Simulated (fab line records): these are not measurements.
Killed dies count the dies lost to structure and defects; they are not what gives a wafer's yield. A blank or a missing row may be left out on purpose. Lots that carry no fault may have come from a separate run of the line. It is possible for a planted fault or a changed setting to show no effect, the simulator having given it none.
Which tool was responsible?    flow n5Finfet    35 wafers from 13 lots sampled at 2 of the route's 1938 steps

WHAT EACH GAUGE READ, for each wafer
N5_BEOL_M5_INSPECT_58: inspects for defects (darkfield). Usual: rawDefectCount reads 75 (standard deviation 25).
lot   measured      on                rawDefectCount  flag
L327  day 9 05:56   defectInspect-01  45 79 49        
L328  day 10 01:25  defectInspect-02  127 104         
L332  day 10 11:32  defectInspect-02  113 74 132      
L329  day 10 11:39  defectInspect-01  83 66           
L330  day 10 14:01  defectInspect-01  112 62          
L336  day 12 03:50  defectInspect-02  70 52 51        
L337  day 12 22:17  defectInspect-01  80 57           
L338  day 13 00:01  defectInspect-02  74 60 58        
L340  day 13 07:37  defectInspect-02  57 43 76        
L339  day 13 16:34  defectInspect-02  91 56 58        
L344  day 14 12:22  defectInspect-01  39 51 34        
L347  day 14 13:20  defectInspect-02  52 46 52        
L349  day 16 05:40  defectInspect-02  73 69 103       

TOOL THAT RAN EACH LOT (tool first, then ch and the chambers of the sampled wafers, then the start)
lot   N5_BEOL_M5_ANNEAL_89
L327  pvdSputter-01, day 9 03:49
L328  pvdSputter-01, day 9 23:20
L332  pvdSputter-01, day 10 09:27
L329  pvdSputter-03, day 10 09:32
L330  pvdSputter-02, day 10 11:56
L336  pvdSputter-02, day 12 01:45
L337  pvdSputter-01, day 12 20:07
L338  pvdSputter-02, day 12 21:52
L340  pvdSputter-02, day 13 05:16
L339  pvdSputter-02, day 13 14:28
L344  pvdSputter-01, day 14 10:11
L347  pvdSputter-02, day 14 11:13
L349  pvdSputter-01, day 16 03:34
- N5_BEOL_M5_ANNEAL_89: time 1800 s.

AS READ BY THE TOOLS THEMSELVES (means over the sampled wafers that have a number; for cases with no such wafer, the mark the record gives instead)
N5_BEOL_M5_ANNEAL_89. Usual: heaterPowerW reads 816 W (standard deviation 69).
lot   tool           heaterPowerW (W)  flag
L327  pvdSputter-01  807               
L328  pvdSputter-01  868               
L332  pvdSputter-01  807               
L329  pvdSputter-03  738               
L330  pvdSputter-02  854               
L336  pvdSputter-02  861               
L337  pvdSputter-01  785               
L338  pvdSputter-02  880               
L340  pvdSputter-02  828               
L339  pvdSputter-02  818               
L344  pvdSputter-01  827               
L347  pvdSputter-02  867               
L349  pvdSputter-01  781               

THE ANSWER, worked out from the rows above alone
Rule: a lot is off if the mean of its wafers that have a number lies more than 3 standard deviations from the usual mean. A lot without any number at a reading at which 4 lots or more have one is off too. Any other lot the step has rows for is counted as sound. The gauges are gone through in route order, then the tools' own readings, and for those a lot's mean is taken as printed above. At the first step where some lot is off, the reading lying furthest off is the one used; lots without a number count as furthest.
No lot is off on any of the readings shown, so nothing can be concluded from this.

WHAT THE SIMULATOR HAD PUT IN
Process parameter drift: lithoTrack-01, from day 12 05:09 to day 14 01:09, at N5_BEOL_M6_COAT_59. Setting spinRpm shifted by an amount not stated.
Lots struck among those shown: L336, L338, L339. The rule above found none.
